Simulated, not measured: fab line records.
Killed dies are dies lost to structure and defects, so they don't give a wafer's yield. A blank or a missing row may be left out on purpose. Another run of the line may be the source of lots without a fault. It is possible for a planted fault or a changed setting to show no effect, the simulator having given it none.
Chamber matching || flow n5-finfet || N5_MOL_CONTACT_COAG_ETCHBACK_135 on rie-diel-06 has 3 sister chambers
The step etches SiO2 in CHF3, target depth 25 nm, time 16.7 s. 3 wafers are shown with their chamber, then 6 later ones without.

## WAFERS PAIRED WITH THEIR CHAMBERS
{"wafer": "L085.6", "chamber": 3, "showerhead-plenum-p-Torr (Torr)": 2.36}
{"wafer": "L088.1", "chamber": 2, "showerhead-plenum-p-Torr (Torr)": 2.29}
{"wafer": "L090.1", "chamber": 0, "showerhead-plenum-p-Torr (Torr)": 2.42}

## WAFERS MISSING THEIR CHAMBER
{"wafer": "L090.4", "showerhead-plenum-p-Torr (Torr)": 2.35}
{"wafer": "L090.6", "showerhead-plenum-p-Torr (Torr)": 2.42}
{"wafer": "L091.3", "showerhead-plenum-p-Torr (Torr)": 2.28}
{"wafer": "L091.4", "showerhead-plenum-p-Torr (Torr)": 2.28}
{"wafer": "L096.2", "showerhead-plenum-p-Torr (Torr)": 2.28}
{"wafer": "L096.4", "showerhead-plenum-p-Torr (Torr)": 2.42}

## THE CHAMBER EACH PASSED THROUGH
{"wafer": "L090.4", "from the rows above": 3, "in truth": 3}
{"wafer": "L090.6", "from the rows above": 0, "in truth": 0}
{"wafer": "L091.3", "from the rows above": 2, "in truth": 2}
{"wafer": "L091.4", "from the rows above": 2, "in truth": 2}
{"wafer": "L096.2", "from the rows above": 2, "in truth": 2}
{"wafer": "L096.4", "from the rows above": 0, "in truth": 0}
Correctly placed: 6 of 6. Number that these rows cannot place: 0. 0 placed wrongly.
How it was worked out, from the rows above alone: a wafer's distance from a chamber is the root of the sum, over the readings, of the square of ((its reading less the chamber's mean) divided by the reading's scatter). The wafer belongs to the nearest chamber; if the next one is less than 2 further off, it can't be placed. The mean given for a chamber averages the wafers shown for that chamber. The scatter: with one shown wafer a chamber, the root of the mean of the squares of how far each hidden wafer lies from its nearest shown one.
